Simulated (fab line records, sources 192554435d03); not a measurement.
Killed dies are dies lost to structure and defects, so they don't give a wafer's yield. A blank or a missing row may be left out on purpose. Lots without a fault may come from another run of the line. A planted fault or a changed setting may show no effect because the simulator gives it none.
fab line records | flow n5_finfet
record lots=7 wafers=39
route steps=1938 shown BEOL_M7@1263 BEOL_M9@1419
start_h: hours from the record's first day to the start of the lot's first wafer shown | wait_h: hours since the lot's step before | " the same as in the row above | L1.1+2: a row that stands for several wafers | - no value, or no start given | * or withheld: withheld | < > ~ a bound
route shown NAME@n: a module of which the file shows steps, and the number in the route of the first | usual: mean/standard deviation of fault-free wafers | same: alike in all rows | chamber/n: place in a boat | sites: the reading at each site | _std_site: their standard deviation | _edge_site: outer sites' mean less inner sites' | radius_mm: how far each site lies from the wafer's centre | mask NAME#n: copy n | behind: the tool/chamber that last shaped the wafer | hold: why the lot was held/for how many hours/how that ended | device: the transistor (n, p or np) that didn't switch | end of line: the same wafers' tests at the end of the route | a step without rows: its recipe alone | killed: dies lost to structure and defects at the first sort, not the wafer's yield | map: a wafer's dies, x killed, . not, _ none there
set.NAME: the setting as run; set.NAME@STEP: as run at that earlier step | model.NAME: the simulator's own value behind a step, which no gauge read
lots whose settings were changed on purpose; a table a step, a row a wafer
## steps
# step N5_BEOL_M7_ILD_DEP_00
# recipe material=SiCOH_lowk target_thk_a=1797.5 temp_c=300 precursor=DEMS/porogen pressure_torr=5 rf_w=500 time_s=33.4
# columns lot.wafer tool chamber start_h wait_h set.time_s model.SiCOH_lowk_of_BEOL_M7_ILD_DEP_00.thk_nm
L075.1 pecvd-02 0 196.88 0.0 33.4 178.4
L075.2 " 1 " " 33.4 178.6
L075.3 " 2 " " 33.4 179.8
L075.4 " 1 " " 33.4 180.6
L075.5 " 0 " " 33.4 182
L075.6 " 2 " " 33.4 183.2
L081.1 pecvd-01 0 234.93 0.0 23.84 130.4
L081.2 " 1 " " 23.84 128.4
L081.3 " 2 " " 23.84 129
L081.4 " 1 " " 33.4 184.8
L081.5 " 2 " " 33.4 183.2
L081.6 " 0 " " 33.4 182.4
L084.1 pecvd-01 1 238.03 0.0 47.77 251
L084.2 " 2 " " 33.4 177.8
L084.3 " 0 " " 47.77 251.4
L084.4 " 1 " " 33.4 180.4
L084.5 " 0 " " 47.77 256.4
L084.6 " 2 " " 33.4 180.6
L086.1+3 pecvd-04 0,2 260.62 0.0 33.4 176.4
L086.2 " 1 " " 33.4 180
L086.4 " 1 " " 33.4 181
L086.5 " 2 " " 33.4 179.8
L086.6 " 0 " " 33.4 182.2
L090.1 pecvd-01 0 293.33 0.0 33.4 178.4
L090.2 " 1 " " 33.4 180.6
L090.3 " 2 " " 45.17 241.4
L090.4 " 2 " " 33.4 181.2
L090.5 " 1 " " 45.17 243.2
L090.6 " 0 " " 45.17 241.6
L092.1+3 pecvd-01 0,2 296.33 0.0 44.29 237.4
L092.2 " 1 " " 33.4 181.8
L092.4 " 2 " " 44.29 241
L092.5 " 0 " " 33.4 184
L092.6 " 1 " " 33.4 183.4
L096.1 pecvd-01 2 327.86 0.0 33.4 177.6
L096.3 " 1 " " 33.4 176
L096.6 " 1 " " 33.4 182
# step N5_BEOL_M7_CURE_74
# recipe temp_c=385 time_s=240 ambient=He/Ar material=SiCOH_lowk
# columns lot.wafer tool chamber start_h wait_h set.time_s@BEOL_M7_ILD_DEP_00 model.SiCOH_lowk_of_BEOL_M7_ILD_DEP_00.thk_nm
L075.1 uv_cure-03 1 196.94 0.0 33.4 153.8
L075.2 " 1 " " 33.4 154
L075.3 " 1 " " 33.4 155
L075.4 " 1 " " 33.4 155.6
L075.5 " 1 " " 33.4 157
L075.6 " 1 " " 33.4 158
L081.1 uv_cure-03 1 234.99 0.0 23.84 112.2
L081.2 " 1 " " 23.84 110.4
L081.3 " 1 " " 23.84 110.8
L081.4 " 1 " " 33.4 159.4
L081.5 " 1 " " 33.4 158
L081.6 " 1 " " 33.4 157.4
L084.1 uv_cure-02 2 238.09 0.0 47.77 217.2
L084.2 " 2 " " 33.4 153.4
L084.3 " 2 " " 47.77 217.8
L084.4 " 2 " " 33.4 155.6
L084.5 " 2 " " 47.77 222
L084.6 " 2 " " 33.4 155.8
L086.1 uv_cure-03 2 260.69 0.0 33.4 152
L086.2 " 2 " " 33.4 155.2
L086.3 " 2 " " 33.4 152.2
L086.4 " 2 " " 33.4 156
L086.5 " 2 " " 33.4 155
L086.6 " 2 " " 33.4 157.2
L090.1 uv_cure-03 2 293.39 0.0 33.4 153.8
L090.2 " 2 " " 33.4 155.8
L090.3+6 " 2 " " 45.17 209
L090.4 " 2 " " 33.4 156.2
L090.5 " 2 " " 45.17 210.4
L092.1+3 uv_cure-02 0 296.67 0.3 44.29 205.4
L092.2 " 0 " " 33.4 156.8
L092.4 " 0 " " 44.29 208.6
L092.5 " 0 " " 33.4 158.6
L092.6 " 0 " " 33.4 158.2
L096.1 uv_cure-03 1 327.93 0.0 33.4 153.2
L096.3 " 1 " " 33.4 151.8
L096.6 " 1 " " 33.4 157
# step N5_BEOL_M7_THK_MEAS_01
# recipe reads=SiCOH_lowk_of_BEOL_M7_ILD_DEP_00
# usual M7_ILD_THK=155.4/1.9
# columns lot.wafer tool chamber start_h wait_h set.time_s@BEOL_M7_ILD_DEP_00 M7_ILD_THK[nm]
L075.1 film_metro-01 - 197.46 0.4 33.4 153.7
L075.2 " - " " 33.4 154.2
L075.3 " - " " 33.4 155.1
L075.4 " - " " 33.4 155.8
L075.5 " - " " 33.4 157.1
L075.6 " - " " 33.4 157.9
L081.1 film_metro-02 - 235.50 0.4 23.84 112.1
L081.2 " - " " 23.84 110.4
L081.3 " - " " 23.84 110.8
L081.4 " - " " 33.4 159.4
L081.5 " - " " 33.4 157.9
L081.6 " - " " 33.4 157.4
L084.1 film_metro-01 - 238.60 0.4 47.77 217.1
L084.2 " - " " 33.4 153.4
L084.3 " - " " 47.77 217.5
L084.4 " - " " 33.4 155.5
L084.5 " - " " 47.77 222.0
L084.6 " - " " 33.4 155.7
L086.1 film_metro-01 - 261.20 0.4 33.4 152.1
L086.2 " - " " 33.4 155.1
L086.3 " - " " 33.4 152.1
L086.4 " - " " 33.4 156.0
L086.5 " - " " 33.4 155.0
L086.6 " - " " 33.4 157.3
L090.1 film_metro-02 - 293.91 0.4 33.4 153.8
L090.2 " - " " 33.4 155.8
L090.3 " - " " 45.17 209.1
L090.4 " - " " 33.4 156.1
L090.5 " - " " 45.17 210.8
L090.6 " - " " 45.17 209.1
L092.1 film_metro-01 - 297.18 0.4 44.29 205.4
L092.2 " - " " 33.4 156.9
L092.3 " - " " 44.29 205.5
L092.4 " - " " 44.29 208.6
L092.5 " - " " 33.4 158.6
L092.6 " - " " 33.4 158.3
L096.1 film_metro-01 - 328.92 0.8 33.4 153.1
L096.3 " - " " 33.4 151.8
L096.6 " - " " 33.4 156.9
# step N5_BEOL_M9_ETCH_62
# recipe chemistry=N2/H2 target=SOC target_depth_a=1100 overetch_a=220 mask_material=SiARC temp_c=40 time_s=165 ion_energy_ev=200 pressure_mtorr=30 source_w=840 bias_w=150 n2_flow_sccm=200 h2_flow_sccm=200
# columns lot.wafer tool chamber start_h wait_h set.time_s model.SiARC_of_BEOL_M9_COAT_60.thk_nm model.BEOL_M9.cd_offset_nm
L075.1 rie_diel-05 0 215.88 0.0 89.21 26.6 -2.6
L075.2 " 3 " " 165 23.8 -0.8
L075.3 " 1 " " 89.21 26.4 -2
L075.4 " 2 " " 165 23.6 -0.8
L075.5 " 2 " " 89.21 26.6 -2.2
L075.6 " 1 " " 165 23.4 -1
L081.1 rie_diel-06 2 254.94 0.0 165 23.8 -0.8
L081.2 " 3 " " 165 23.4 0.6
L081.3 " 0 " " 165 23.6 0.2
L081.4 " 1 " " 165 23.4 -0.2
L081.5 " 1 " " 165 23.4 0.4
L081.6 " 0 " " 165 23.6 -0.2
L084.1+3 rie_diel-05 0,2 259.43 0.0 165 23.6 -0.8
L084.2 " 3 " " 253.3 20.2 1.4
L084.4 " 1 " " 165 23.2 -0.4
L084.5 " 1 " " 253.3 19.6 1
L084.6 " 2 " " 253.3 20 1.2
L086.1 rie_diel-03 2 282.62 0.0 165 23.6 0.2
L086.2 " 0 " " 249.1 20.2 1
L086.3 " 1 " " 165 23.8 -0.4
L086.4+6 " 3,2 " " 249.1 20.4 1.4
L086.5 " 3 " " 165 23.8 0
L090.1 rie_diel-03 2 307.01 0.0 165 23.6 0.8
L090.2 " 3 " " 248 20.6 2.2
L090.3+6 " 0,3 " " 248 20.4 1.4
L090.4 " 1 " " 165 23.8 0.2
L090.5 " 2 " " 165 23.6 0.6
L092.1 rie_diel-03 0 320.89 0.0 165 23.4 -0.8
L092.2 " 2 " " 165 23.6 0
L092.3 " 3 " " 165 23.8 -0.4
L092.4 " 1 " " 129.8 25.2 -0.6
L092.5 " 3 " " 129.8 25 -1.4
L092.6 " 2 " " 129.8 25 -0.8
L096.1 rie_diel-05 2 346.37 0.0 165 23.6 -0.2
L096.3 " 0 " " 165 23.8 -0.2
L096.6 " 1 " " 165 23.4 0
# step N5_BEOL_M9_STRIP_68
# recipe chemistry=N2/H2 temp_c=40 n2_flow_sccm=200 h2_flow_sccm=200 rf_frequency_hz=6e+07
# step N5_BEOL_M9_STRIP_67
# recipe chemistry=CF4 resist=SiARC power_w=300 bias_power_w=75 pressure_mtorr=50 cf4_flow_sccm=150 rf_frequency_hz=6e+07
# step N5_BEOL_M9_HM_OPEN_17
# recipe chemistry=Cl2/BCl3 target_depth_a=200 overetch_a=60 target=TiN mask_material=SOC ion_energy_ev=150 pressure_mtorr=10 icp_w=1000 bias_w=126 Cl2_flow_sccm=53.25 bcl3_flow_sccm=21.75 Ar_flow_sccm=25
# columns lot.wafer tool chamber start_h wait_h set.time_s@BEOL_M9_ETCH_62 model.etch.depth_nm
L075.1+5 rie_metal-03 1,0 216.07 0.0 89.21 19.78
L075.2 " 0 " " 165 19.87
L075.3 " 1 " " 89.21 19.89
L075.4 " 0 " " 165 19.88
L075.6 " 1 " " 165 19.93
L081.1 rie_metal-02 1 255.13 0.0 165 20.37
L081.2 " 0 " " 165 20.2
L081.3 " 1 " " 165 20.14
L081.4 " 0 " " 165 20.18
L081.5 " 0 " " 165 20.06
L081.6 " 1 " " 165 19.98
L084.1 rie_metal-01 1 259.62 0.0 165 20.14
L084.2 " 0 " " 253.3 11.49
L084.3 " 0 " " 165 20.28
L084.4 " 1 " " 165 20.25
L084.5 " 1 " " 253.3 11.1
L084.6 " 0 " " 253.3 11.48
L086.1 rie_metal-03 1 282.81 0.0 165 20.08
L086.2 " 0 " " 249.1 11.68
L086.3 " 1 " " 165 19.89
L086.4 " 0 " " 249.1 11.82
L086.5 " 0 " " 165 19.63
L086.6 " 1 " " 249.1 11.76
L090.1 rie_metal-01 1 307.19 0.0 165 19.66
L090.2 " 0 " " 248 11.81
L090.3 " 1 " " 248 12.08
L090.4 " 0 " " 165 19.93
L090.5 " 1 " " 165 19.86
L090.6 " 0 " " 248 11.68
L092.1 rie_metal-03 1 321.07 0.0 165 20.2
L092.2 " 0 " " 165 20.05
L092.3 " 0 " " 165 19.92
L092.4 " 1 " " 129.8 20.17
L092.5 " 1 " " 129.8 20.18
L092.6 " 0 " " 129.8 19.95
L096.1 rie_metal-02 1 346.55 0.0 165 20.04
L096.3 " 1 " " 165 19.86
L096.6 " 1 " " 165 19.93
# step N5_BEOL_M9_STRIP_19
# recipe chemistry=O2 power_w=400 temp_c=40 pressure_mtorr=30 rf_frequency_hz=6e+07 bias_power_w=0 overash_fraction=0.2 o2_flow_sccm=225
# step N5_BEOL_M9_CD_MEAS_18
# recipe pitch_nm=140 target_cd_nm=70
# usual cd_nm=70.0/0.53
# columns lot.wafer tool chamber start_h wait_h set.time_s@BEOL_M9_ETCH_62 cd_nm
L075.1 cd_sem-02 - 216.25 0.1 89.21 -
L075.2 " - " " 165 69.3
L075.3 " - " " 89.21 -
L075.4 " - " " 165 69.3
L075.5 " - " " 89.21 -
L075.6 " - " " 165 69.3
L081.1 cd_sem-03 - 255.68 0.1 165 69.3
L081.2 " - " " 165 70.7
L081.3 " - " " 165 70.2
L081.4 " - " " 165 69.7
L081.5 " - " " 165 70.2
L081.6 " - " " 165 69.8
L084.1 cd_sem-01 - 259.85 0.0 165 68.9
L084.2 " - " " 253.3 71.7
L084.3 " - " " 165 69.2
L084.4 " - " " 165 69.4
L084.5 " - " " 253.3 71.6
L084.6 " - " " 253.3 71.5
L086.1 cd_sem-03 - 283.05 0.0 165 70.5
L086.2 " - " " 249.1 71.5
L086.3 " - " " 165 69.5
L086.4 " - " " 249.1 72.0
L086.5 " - " " 165 70.1
L086.6 " - " " 249.1 72.1
L090.1 cd_sem-01 - 307.37 0.0 165 70.7
L090.2 " - " " 248 72.4
L090.3 " - " " 248 71.7
L090.4 " - " " 165 70.0
L090.5 " - " " 165 70.6
L090.6 " - " " 248 71.9
L092.1 cd_sem-03 - 321.26 0.1 165 69.2
L092.2 " - " " 165 70.2
L092.3 " - " " 165 69.7
L092.4 " - " " 129.8 69.7
L092.5 " - " " 129.8 68.8
L092.6 " - " " 129.8 69.6
L096.1 cd_sem-03 - 347.08 0.1 165 69.7
L096.3 " - " " 165 69.9
L096.6 " - " " 165 70.1
# step N5_BEOL_M9_COAT_63
# recipe resist=SOC temp_c=250 time_s=60 spin_rpm=1500 resist_thk_nm=60
# step N5_BEOL_M9_COAT_64
# recipe resist=SiARC temp_c=220 time_s=60 spin_rpm=1500 resist_thk_nm=12
# step N5_BEOL_M9_PRECLEAN_42
# recipe chemistry=residue_remover time_s=60 temp_c=40
# step N5_BEOL_M9_SRD_43
# recipe time_s=30 temp_c=23 rinse_liquid=diw dry=ipa_marangoni
# step N5_BEOL_M9_CD_MEAS_35
# recipe target_cd_nm=70 target_cd_y_nm=40 polarity=opening
# usual cd_nm=70.0/0.56
# columns lot.wafer tool chamber start_h wait_h set.time_s@BEOL_M9_ETCH_62 cd_nm
L075.1 cd_sem-02 - 219.11 0.0 89.21 -
L075.2 " - " " 165 69.0
L075.3 " - " " 89.21 -
L075.4 " - " " 165 69.0
L075.5 " - " " 89.21 -
L075.6 " - " " 165 68.7
L081.1 cd_sem-01 - 258.47 0.0 165 69.1
L081.2 " - " " 165 70.4
L081.3 " - " " 165 70.1
L081.4 " - " " 165 69.2
L081.5 " - " " 165 69.7
L081.6 " - " " 165 69.5
L084.1 cd_sem-02 - 261.11 0.0 165 69.2
L084.2 " - " " 253.3 71.9
L084.3 " - " " 165 69.1
L084.4 " - " " 165 69.4
L084.5 " - " " 253.3 71.1
L084.6 " - " " 253.3 71.4
L086.1 cd_sem-01 - 284.50 0.0 165 70.4
L086.2 " - " " 249.1 71.3
L086.3 " - " " 165 69.2
L086.4 " - " " 249.1 71.8
L086.5 " - " " 165 70.1
L086.6 " - " " 249.1 71.9
L090.1 cd_sem-03 - 308.55 0.0 165 70.9
L090.2 " - " " 248 72.7
L090.3 " - " " 248 71.9
L090.4 " - " " 165 70.5
L090.5 " - " " 165 70.6
L090.6 " - " " 248 71.6
L092.1 cd_sem-01 - 323.52 0.0 165 69.0
L092.2 " - " " 165 70.6
L092.3 " - " " 165 69.8
L092.4 " - " " 129.8 69.4
L092.5 " - " " 129.8 69.0
L092.6 " - " " 129.8 69.5
L096.1 cd_sem-03 - 348.86 0.0 165 70.2
L096.3 " - " " 165 70.0
L096.6 " - " " 165 70.2
## key
split step=N5_BEOL_M7_ILD_DEP_00 setting=time_s stated=33.4 by=wafer
response step=N5_BEOL_M7_ILD_DEP_00 reading=model.SiCOH_lowk_of_BEOL_M7_ILD_DEP_00.thk_nm change=+1.75 per=1% r=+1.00
response step=N5_BEOL_M7_CURE_74 reading=model.SiCOH_lowk_of_BEOL_M7_ILD_DEP_00.thk_nm change=+1.53 per=1% r=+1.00
response step=N5_BEOL_M7_THK_MEAS_01 reading=M7_ILD_THK change=+1.53 per=1% r=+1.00
split step=N5_BEOL_M9_ETCH_62 setting=time_s stated=165 by=wafer
response step=N5_BEOL_M9_ETCH_62 reading=model.SiARC_of_BEOL_M9_COAT_60.thk_nm change=-0.0653 per=1% r=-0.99
response step=N5_BEOL_M9_ETCH_62 reading=model.BEOL_M9.cd_offset_nm change=+0.0285 per=1% r=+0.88
response step=N5_BEOL_M9_HM_OPEN_17 reading=model.etch.depth_nm shape=bent at_lowest=19.82 at_stated=20.01 at_highest=11.35
response step=N5_BEOL_M9_CD_MEAS_18 reading=cd_nm change=+0.0361 per=1% r=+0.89
response step=N5_BEOL_M9_CD_MEAS_35 reading=cd_nm change=+0.0345 per=1% r=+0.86
